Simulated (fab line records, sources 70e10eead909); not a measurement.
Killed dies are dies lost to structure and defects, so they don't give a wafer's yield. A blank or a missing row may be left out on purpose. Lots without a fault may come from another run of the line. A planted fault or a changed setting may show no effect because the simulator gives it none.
Chamber matching | flow nand_harc | NHARC_P_M1_STRIP_18 on rie_diel-02: 4 sister chambers
The step strips in N2/H2. 20 wafers are shown with their chamber, then 10 later ones without.

WAFERS WITH THEIR CHAMBER
wafer  | chamber | drypump_motor_current_A (A) | showerhead_plenum_p_Torr (Torr) | throttle_valve_pct (%)
L074.2 | 1       | 5.2                         | 1.92                            | 14.175
L074.3 | 3       | 6.3                         | 2.09                            | 14.173
L074.5 | 3       | 6.3                         | 2.09                            | 14.181
L075.1 | 2       | 5.8                         | 2.12                            | 14.177
L075.2 | 1       | 5.2                         | 1.92                            | 14.155
L075.4 | 0       | 5.7                         | 1.93                            | 14.172
L076.1 | 1       | 5.2                         | 1.91                            | 14.160
L076.2 | 0       | 5.7                         | 1.92                            | 14.185
L076.6 | 3       | 6.3                         | 2.09                            | 14.171
L078.2 | 1       | 5.2                         | 1.91                            | 14.173
L078.3 | 3       | 6.3                         | 2.09                            | 14.167
L078.6 | 0       | 5.7                         | 1.92                            | 14.167
L082.2 | 0       | 5.7                         | 1.92                            | 14.168
L082.3 | 1       | 5.2                         | 1.91                            | 14.161
L082.4 | 2       | 5.7                         | 2.12                            | 14.173
L085.1 | 1       | 5.2                         | 1.91                            | 14.161
L085.3 | 0       | 5.7                         | 1.92                            | 14.177
L085.6 | 1       | 5.2                         | 1.91                            | 14.176
L086.1 | 3       | 6.3                         | 2.08                            | 14.164
L086.5 | 0       | 5.7                         | 1.92                            | 14.171

SIGNATURES (means of the wafers above)
reading                  | chamber 0 | chamber 1 | chamber 2 | chamber 3 | scatter within a chamber
drypump_motor_current_A  | 5.700     | 5.200     | 5.750     | 6.300     | 0.0177
showerhead_plenum_p_Torr | 1.9217    | 1.9129    | 2.1200    | 2.0880    | 0.00437
throttle_valve_pct       | 14.17333  | 14.16586  | 14.17500  | 14.17120  | 0.00724
Rule: a wafer's distance from a chamber is the root of the sum, over the readings, of the square of ((its reading less the chamber's mean) divided by the reading's scatter). The wafer belongs to the nearest chamber; if the next one is less than 2 further off, it can't be placed. The scatter: the root of (the sum of the squares of (reading less its chamber's mean) over the shown wafers, divided by (wafers less chambers)).

WAFERS WITHOUT THEIR CHAMBER
wafer  | drypump_motor_current_A (A) | showerhead_plenum_p_Torr (Torr) | throttle_valve_pct (%)
L086.6 | 5.2                         | 1.91                            | 14.157
L095.4 | 5.7                         | 2.11                            | 14.170
L095.5 | 5.2                         | 1.91                            | 14.159
L095.6 | 5.7                         | 1.92                            | 14.175
L097.2 | 6.3                         | 2.08                            | 14.173
L097.3 | 5.7                         | 1.92                            | 14.161
L097.5 | 5.7                         | 2.11                            | 14.184
L096.2 | 6.3                         | 2.08                            | 14.175
L096.3 | 5.8                         | 2.11                            | 14.168
L096.6 | 5.7                         | 2.11                            | 14.178

WHICH CHAMBER EACH WENT THROUGH
wafer  | from the rows above | in truth
L086.6 | 1                   | 1
L095.4 | 2                   | 2
L095.5 | 1                   | 1
L095.6 | 0                   | 0
L097.2 | 3                   | 3
L097.3 | 0                   | 0
L097.5 | 2                   | 2
L096.2 | 3                   | 3
L096.3 | 2                   | 2
L096.6 | 2                   | 2
Placed correctly: 10 of 10. Can't be placed from these rows: 0. Placed wrongly: 0.
